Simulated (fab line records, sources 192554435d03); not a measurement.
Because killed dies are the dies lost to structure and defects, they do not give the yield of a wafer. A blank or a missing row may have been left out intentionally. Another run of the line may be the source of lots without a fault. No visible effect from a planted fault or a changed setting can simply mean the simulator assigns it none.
Which tool was responsible? :: flow n5-finfet :: 12 lots (36 wafers sampled), 1 step of a 1938-step route

WHAT THE GAUGES SHOWED, per wafer
N5_BEOL_M5_OVL_MEAS_12.
lot: L074
measured: day 8 03:12
on: overlay-01
M5_OVL (nm): -0.4 0.6 0.6

lot: L077
measured: day 8 20:35
on: overlay-02
M5_OVL (nm): -0.2 0.9 0.2

lot: L079
measured: day 9 03:39
on: overlay-01
M5_OVL (nm): -0.4 0.4 -0.9

lot: L081
measured: day 9 22:02
on: overlay-02
M5_OVL (nm): 0.0 -0.6 -0.5

lot: L084
measured: day 10 04:12
on: overlay-01
M5_OVL (nm): 0.3 1.4 1.2

lot: L085
measured: day 10 13:45
on: overlay-01
M5_OVL (nm): 0.1 -0.5 0.1

lot: L086
measured: day 11 14:33
on: overlay-02
M5_OVL (nm): 0.4 0.3 1.2

lot: L089
measured: day 12 14:53
on: overlay-02
M5_OVL (nm): 0.5 -0.2 -0.4

lot: L090
measured: day 12 15:19
on: overlay-02
M5_OVL (nm): -1.0 -0.6 -0.3

lot: L092
measured: day 13 02:23
on: overlay-02
M5_OVL (nm): 0.6 0.4 0.2

lot: L094
measured: day 13 22:04
on: overlay-01
M5_OVL (nm): -0.1 0.7 0.0

lot: L096
measured: day 14 12:32
on: overlay-02
M5_OVL (nm): 0.7 0.8 0.2

EACH LOT AND THE TOOL THAT RAN IT (in order: tool; ch and the chambers of the sampled wafers; start)
The record shows no process step preceding these readings.

THE ANSWER, worked out from the rows above alone
Rule: usual is defined by the lots themselves. Put in order of their means at a reading, lots are off if they are a third of the lots or fewer, leave a main group of 4 or more, and stand apart from it by a gap of 3 or more times the standard deviation of the main group's means; of several such gaps the widest counts. If all means in a main group match to the digits the tables above print for the reading, that group is not used. A lot without any number at a reading at which 4 lots or more have one is off too. Any other lot the step has rows for is counted as sound.
No lot is off on any of the readings shown, so nothing can be concluded from this.

WHAT THE SIMULATOR HAD PUT IN
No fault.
